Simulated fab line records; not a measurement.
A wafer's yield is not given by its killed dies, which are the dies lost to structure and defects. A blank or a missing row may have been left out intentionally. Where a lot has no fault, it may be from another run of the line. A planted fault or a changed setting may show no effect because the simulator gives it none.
Chamber matching	flow nand_harc	rie_diel-09 running NHARC_A_STAIRCASE_DESCUM_219: 4 sister chambers
The step chemistry O2, time 3 s. 20 wafers are shown with their chamber, then 10 later ones without.

== WAFERS, EACH WITH ITS CHAMBER ==
wafer	chamber	showerhead_plenum_p_Torr (Torr)	drypump_motor_current_A (A)	rf_vpp_V (V)
L081.1	0	1.91	5.0	58.0
L081.2	3	2.07	5.5	58.1
L081.4	1	1.89	4.9	57.0
L082.2	1	1.89	4.9	58.3
L082.3	0	1.91	5.0	59.0
L082.4	3	2.07	5.5	59.3
L083.1	1	1.89	4.9	55.4
L083.2	0	1.91	5.1	58.1
L083.4	2	1.89	4.9	57.3
L084.2	2	1.89	4.9	57.4
L084.4	3	2.07	5.5	59.0
L084.5	0	1.91	5.1	59.1
L085.1	3	2.07	5.6	59.3
L085.3	1	1.88	4.9	58.5
L085.6	0	1.91	5.0	57.7
L090.3	0	1.91	5.1	58.2
L090.5	3	2.07	5.5	58.3
L090.6	1	1.88	4.9	57.7
L093.3	3	2.06	5.5	57.7
L093.4	3	2.06	5.6	56.8

SIGNATURES, as means of the wafers listed above
reading	chamber 0	chamber 1	chamber 2	chamber 3	scatter within a chamber
showerhead_plenum_p_Torr	1.9100	1.8860	1.8900	2.0671	0.00405
drypump_motor_current_A	5.050	4.900	4.900	5.529	0.0428
rf_vpp_V	58.350	57.380	57.350	58.357	0.902
Rule: distance of a wafer from a chamber = root of the sum over the readings of ((wafer's reading minus chamber's mean) / reading's scatter) squared. The wafer belongs to the nearest chamber; if the next one is less than 2 further off, it can't be placed. The scatter: the root of (the sum of the squares of (reading less its chamber's mean) over the shown wafers, divided by (wafers less chambers)).

== WAFERS WITHOUT THEIR CHAMBER ==
wafer	showerhead_plenum_p_Torr (Torr)	drypump_motor_current_A (A)	rf_vpp_V (V)
L093.5	1.88	4.9	59.4
L092.1	2.06	5.5	58.5
L092.2	1.88	4.9	56.7
L092.6	1.90	5.0	57.4
L091.3	1.90	5.0	57.6
L091.4	1.90	5.0	58.2
L091.5	2.06	5.5	57.0
L096.1	2.06	5.5	58.3
L096.3	1.89	4.9	59.2
L096.4	1.88	4.9	58.7

== WHICH CHAMBER EACH ONE RAN IN ==
wafer	from the rows above	in truth
L093.5	can't be placed: 1 or 2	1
L092.1	3	3
L092.2	can't be placed: 1 or 2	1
L092.6	can't be placed: 0 or 2 or 1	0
L091.3	can't be placed: 0 or 2 or 1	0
L091.4	can't be placed: 0 or 2 or 1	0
L091.5	3	3
L096.1	3	3
L096.3	can't be placed: 2 or 1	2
L096.4	can't be placed: 1 or 2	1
3 of 10 placed correctly. Can't be placed from these rows: 7 (the true chamber is among the candidates in 7). Wrongly placed: 0.
